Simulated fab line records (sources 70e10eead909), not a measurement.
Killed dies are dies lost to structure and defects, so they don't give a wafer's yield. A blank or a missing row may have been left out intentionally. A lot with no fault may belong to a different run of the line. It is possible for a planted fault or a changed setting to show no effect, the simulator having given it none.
What tool caused it? + flow nand-harc + Sampling: 12 lots, 36 wafers, 5 of 1302 route steps

## WHAT THE GAUGES READ, wafer by wafer
NHARC_END_SORT_01. Usual: defect-limited-yield 91.4 %, standard deviation 2.7; killed-at-array 53, standard deviation 18; killed-at-other 0.8, standard deviation 1.1; killed-at-periphery 4.1, standard deviation 2.7; killed-dies 58, standard deviation 18; killed-open 3.1, standard deviation 1.7; killed-short 2.7, standard deviation 1.7; sort_bin_2_pct 3.0 %, standard deviation 1.2; sort_bin_3_pct 0.6 %, standard deviation 0.37; sort_bin_4_pct 4.9 %, standard deviation 1.5; sort-n-pass 619, standard deviation 18; sort-rim-yield-pct 91 %, standard deviation 4.1; sort-yield-pct 91.4 %, standard deviation 2.7.
| lot  | measured     | on        | defect-limited-yield (%) | killed-at-array | killed-at-other | killed-at-periphery | killed-dies | killed-open | killed-short | sort_bin_2_pct (%) | sort_bin_3_pct (%) | sort_bin_4_pct (%) | sort-n-pass | sort-rim-yield-pct (%) | sort-yield-pct (%) | flag |
|------|--------------|-----------|--------------------------|-----------------|-----------------|---------------------|-------------|-------------|--------------|--------------------|--------------------|--------------------|-------------|------------------------|--------------------|------|
| L431 | day 26 07:42 | prober-02 | 94.4 92.3 91.6           | 30 39 48        | 3 4 3           | 5 9 6               | 38 52 57    | 3 3 7       | 4 3 5        | 2.2 3.7 3.4        | 0.4 0.4 0.4        | 3.0 3.5 4.6        | 639 625 620 | 90 85 91               | 94.4 92.3 91.6     |      |
| L432 | day 26 00:02 | prober-02 | 90.0 89.4 90.5           | 59 65 62        | 0 1 0           | 9 6 2               | 68 72 64    | 0 2 1       | 6 4 4        | 4.1 4.6 3.2        | 0.7 0.4 0.6        | 5.2 5.6 5.6        | 609 605 613 | 90 88 92               | 90.0 89.4 90.5     |      |
| L433 | day 26 07:50 | prober-01 | 92.5 88.0 93.2           | 40 69 39        | 0 1 2           | 11 11 5             | 51 81 46    | 4 1 2       | 3 0 1        | 3.0 3.8 2.8        | 0.7 1.3 0.7        | 3.8 6.8 3.2        | 626 596 631 | 88 97 88               | 92.5 88.0 93.2     |      |
| L435 | day 27 06:23 | prober-01 | 91.6 94.8 91.4           | 51 34 52        | 1 0 0           | 5 1 6               | 57 35 58    | 2 2 3       | 2 0 1        | 2.5 2.5 2.7        | 0.4 0.4 1.2        | 5.5 2.2 4.7        | 620 642 619 | 94 92 90               | 91.6 94.8 91.4     |      |
| L444 | day 30 03:42 | prober-01 | 86.1 88.6 87.1           | 89 74 82        | 0 0 0           | 5 3 5               | 94 77 87    | 7 3 3       | 1 1 3        | 5.8 3.0 4.9        | 0.9 0.4 1.0        | 7.2 8.0 6.9        | 583 600 590 | 92 86 89               | 86.1 88.6 87.1     |      |
| L446 | day 31 13:26 | prober-02 | 95.1 95.4 95.9           | 26 30 23        | 5 0 5           | 2 1 0               | 33 31 28    | 4 2 1       | 3 7 3        | 2.1 1.5 2.1        | 0 0 0.1            | 2.8 3.1 1.9        | 644 646 649 | 93 95 91               | 95.1 95.4 95.9     |      |
| L447 | day 32 19:56 | prober-01 | 94.1 95.0 94.4           | 37 29 35        | 0 0 1           | 3 5 2               | 40 34 38    | 4 3 3       | 1 3 5        | 2.5 1.5 1.0        | 0 0.1 0.1          | 3.4 3.4 4.4        | 637 643 639 | 96 85 91               | 94.1 95.0 94.4     |      |
| L448 | day 32 08:52 | prober-01 | 86.0 89.4 89.1           | 89 71 70        | 1 0 0           | 5 1 4               | 95 72 74    | 1 4 3       | 0 2 1        | 4.7 4.1 3.1        | 0.7 0.6 0.9        | 8.6 5.9 6.9        | 582 605 603 | 86 81 83               | 86.0 89.4 89.1     |      |

## EACH LOT AND THE TOOL THAT RAN IT (in order: tool; ch and the chambers of the sampled wafers; start)
| lot  | NHARC_P_M1_ETCH_35                 | NHARC_P_M1_PRE_CLEAN_30                 | NHARC_P_M1_PVD_20                       | NHARC_P_M2_SOFTBAKE_04            |
|------|------------------------------------|-----------------------------------------|-----------------------------------------|-----------------------------------|
| L430 | rie-diel-07 ch 0,1,2, day 6 17:35  | pvd-sputter-02, day 6 21:00 or earlier  | pvd-sputter-02, day 6 21:00 or earlier  | litho-track-04 ch 0, day 6 21:00  |
| L431 | rie-diel-08 ch 0,2,3, day 7 06:25  | pvd-sputter-01, day 7 09:00 or earlier  | pvd-sputter-01, day 7 09:00 or earlier  | litho-track-06 ch 0, day 7 09:00  |
| L432 | rie-diel-08 ch 0,3, day 7 09:17    | pvd-sputter-02, day 7 12:00 or earlier  | pvd-sputter-02, day 7 12:00 or earlier  | litho-track-04 ch 0, day 7 12:00  |
| L433 | rie-diel-07 ch 0,1,3, day 8 10:25  | pvd-sputter-01, day 8 13:00 or earlier  | pvd-sputter-01, day 8 13:00 or earlier  | litho-track-01 ch 0, day 8 13:00  |
| L435 | rie-diel-11 ch 0,1,2, day 9 02:25  | pvd-sputter-02, day 9 09:00 or earlier  | pvd-sputter-02, day 9 09:00 or earlier  | litho-track-01 ch 0, day 9 09:00  |
| L441 | rie-diel-07 ch 0,1,3, day 11 00:15 | pvd-sputter-01, day 11 03:00 or earlier | pvd-sputter-01, day 11 03:00 or earlier | litho-track-06 ch 0, day 11 03:00 |
| L442 | rie-diel-07 ch 0,1,2, day 11 22:13 | pvd-sputter-01, day 12 01:00 or earlier | pvd-sputter-01, day 12 01:00 or earlier | litho-track-04 ch 0, day 12 01:00 |
| L444 | rie-diel-08 ch 0,3, day 12 07:59   | pvd-sputter-03, day 12 11:00 or earlier | pvd-sputter-03, day 12 11:00 or earlier | litho-track-04 ch 0, day 12 11:00 |
| L445 | rie-diel-07 ch 2,3, day 13 05:06   | pvd-sputter-01, day 13 08:00 or earlier | pvd-sputter-01, day 13 08:00 or earlier | litho-track-06 ch 0, day 13 08:00 |
| L446 | rie-diel-08 ch 0,1,3, day 13 06:37 | pvd-sputter-02, day 13 10:00 or earlier | pvd-sputter-02, day 13 10:00 or earlier | litho-track-06 ch 0, day 13 10:00 |
| L447 | rie-diel-08 ch 0,1,2, day 13 17:43 | pvd-sputter-02, day 13 21:00 or earlier | pvd-sputter-02, day 13 21:00 or earlier | litho-track-04 ch 0, day 13 21:00 |
| L448 | rie-diel-08 ch 0,2, day 14 01:31   | pvd-sputter-01, day 14 04:00 or earlier | pvd-sputter-01, day 14 04:00 or earlier | litho-track-04 ch 0, day 14 04:00 |
- NHARC_P_M1_ETCH_35: etches the open film in N2/H2, target depth 40 nm, overetch 12 nm, time 43.94 s.
- NHARC_P_M1_PRE_CLEAN_30: time 30 s.
- NHARC_P_M1_PVD_20: deposits TaN, target thk 5 nm, time 8.06 s.
- NHARC_P_M2_SOFTBAKE_04: time 55 s.

## AS READ BY THE TOOLS THEMSELVES (means over the sampled wafers that have a number; for cases with no such wafer, the mark the record gives instead)
NHARC_P_M1_ETCH_35. Usual: chamber-pressure-mTorr 29.997 mTorr, standard deviation 0.027; drypump-motor-current-A 5.7 A, standard deviation 0.5; oes-product-au 0.998 a.u., standard deviation 0.0097; rf-vpp-V 431 V, standard deviation 3.3; showerhead-plenum-p-Torr 2.04 Torr, standard deviation 0.12; throttle-valve-pct 14.172 %, standard deviation 0.0096.
| lot  | tool        | chamber-pressure-mTorr (mTorr) | drypump-motor-current-A (A) | oes-product-au (a.u.) | rf-vpp-V (V) | showerhead-plenum-p-Torr (Torr) | throttle-valve-pct (%) | flag |
|------|-------------|--------------------------------|-----------------------------|-----------------------|--------------|---------------------------------|------------------------|------|
| L430 | rie-diel-07 | 29.991                         | 5.8                         | 1.000                 | 432          | 2.06                            | 14.172                 |      |
| L431 | rie-diel-08 | 29.989                         | 6.1                         | 0.993                 | 429          | 2.02                            | 14.178                 |      |
| L432 | rie-diel-08 | 30.002                         | 5.9                         | 1.001                 | 428          | 1.98                            | 14.173                 |      |
| L433 | rie-diel-07 | 30.017                         | 5.7                         | 1.001                 | 430          | 2.01                            | 14.172                 |      |
| L435 | rie-diel-11 | 30.002                         | 5.9                         | 1.001                 | 430          | 2.00                            | 14.177                 |      |
| L441 | rie-diel-07 | 30.010                         | 5.7                         | 0.995                 | 429          | 2.01                            | 14.169                 |      |
| L442 | rie-diel-07 | 29.983                         | 5.8                         | 0.998                 | 432          | 2.06                            | 14.175                 |      |
| L444 | rie-diel-08 | 29.999                         | 5.9                         | 1.000                 | 429          | 1.98                            | 14.166                 |      |
| L445 | rie-diel-07 | 30.001                         | 5.6                         | 1.006                 | 429          | 2.00                            | 14.166                 |      |
| L446 | rie-diel-08 | 29.992                         | 5.5                         | 1.008                 | 431          | 2.07                            | 14.171                 |      |
| L447 | rie-diel-08 | 29.949                         | 5.7                         | 0.994                 | 432          | 2.12                            | 14.172                 |      |
| L448 | rie-diel-08 | 29.991                         | 6.0                         | 1.000                 | 433          | 2.11                            | 14.179                 |      |

NHARC_P_M1_PRE_CLEAN_30. Usual: heater-power-w at 413 W, with a standard deviation of 60.
| lot  | tool           | heater-power-w (W) | flag |
|------|----------------|--------------------|------|
| L430 | pvd-sputter-02 | 456                |      |
| L431 | pvd-sputter-01 | 376                |      |
| L432 | pvd-sputter-02 | 451                |      |
| L433 | pvd-sputter-01 | 336                |      |
| L435 | pvd-sputter-02 | 410                |      |
| L441 | pvd-sputter-01 | 370                |      |
| L442 | pvd-sputter-01 | 354                |      |
| L444 | pvd-sputter-03 | 450                |      |
| L445 | pvd-sputter-01 | 373                |      |
| L446 | pvd-sputter-02 | 452                |      |
| L447 | pvd-sputter-02 | 407                |      |
| L448 | pvd-sputter-01 | 378                |      |

NHARC_P_M1_PVD_20. Usual: throttle-valve-pct at 29.6 %, with a standard deviation of 1.
| lot  | tool           | throttle-valve-pct (%) | flag |
|------|----------------|------------------------|------|
| L430 | pvd-sputter-02 | 29.2                   |      |
| L431 | pvd-sputter-01 | 30.1                   |      |
| L432 | pvd-sputter-02 | 28.3                   |      |
| L433 | pvd-sputter-01 | 30.3                   |      |
| L435 | pvd-sputter-02 | 28.6                   |      |
| L441 | pvd-sputter-01 | 30.6                   |      |
| L442 | pvd-sputter-01 | 30.2                   |      |
| L444 | pvd-sputter-03 | 28.8                   |      |
| L445 | pvd-sputter-01 | 30.1                   |      |
| L446 | pvd-sputter-02 | 29.0                   |      |
| L447 | pvd-sputter-02 | 30.0                   |      |
| L448 | pvd-sputter-01 | 30.4                   |      |

NHARC_P_M2_SOFTBAKE_04. Usual: exhaust-pa 44.9 Pa, standard deviation 0.97; heater-power-total-W 188.47 W, standard deviation 0.14.
| lot  | tool           | exhaust-pa (Pa) | heater-power-total-W (W) | flag |
|------|----------------|-----------------|--------------------------|------|
| L430 | litho-track-04 | 46.2            | 188.48                   |      |
| L431 | litho-track-06 | 44.3            | 188.46                   |      |
| L432 | litho-track-04 | 44.8            | 188.50                   |      |
| L433 | litho-track-01 | 44.9            | 188.42                   |      |
| L435 | litho-track-01 | 43.8            | 188.58                   |      |
| L441 | litho-track-06 | 44.3            | 188.38                   |      |
| L442 | litho-track-04 | 45.2            | 188.34                   |      |
| L444 | litho-track-04 | 45.5            | 188.32                   |      |
| L445 | litho-track-06 | 45.5            | 188.45                   |      |
| L446 | litho-track-06 | 44.9            | 188.42                   |      |
| L447 | litho-track-04 | 44.8            | 212.51                   | OFF  |
| L448 | litho-track-04 | 44.2            | 212.72                   | OFF  |

## THE ANSWER, worked out from the rows above alone
Rule: a lot counts as off when the mean over its wafers that have a number is more than 3 standard deviations away from the usual mean. Also off: a lot with no number at a reading for which 4 or more lots have one. Where the step has rows for the other lots, those lots are counted as sound. After the gauges, taken in route order, come the tools' own readings; for these a lot's mean is taken, as printed above. The first step at which some lot is off is used, and at that step the reading that is off furthest; a lot without a number counts as furthest.
Off at NHARC_P_M2_SOFTBAKE_04 (heater-power-total-W): L447, L448.
If a tool, at that step or one of the process steps before it, ran each lot that is off and ran no sound lot following the first of them, it fits. Because NHARC_P_M1_PRE_CLEAN_30 lacks a start for some lots, the hours and order of its lots are taken from NHARC_P_M2_SOFTBAKE_04. Because NHARC_P_M1_PVD_20 lacks a start for some lots, the hours and order of its lots are taken from NHARC_P_M2_SOFTBAKE_04. This does not decide it: 2 tools fit, namely rie-diel-08 at NHARC_P_M1_ETCH_35 and litho-track-04 at NHARC_P_M2_SOFTBAKE_04.

## WHAT HAD BEEN PUT IN BY THE SIMULATOR
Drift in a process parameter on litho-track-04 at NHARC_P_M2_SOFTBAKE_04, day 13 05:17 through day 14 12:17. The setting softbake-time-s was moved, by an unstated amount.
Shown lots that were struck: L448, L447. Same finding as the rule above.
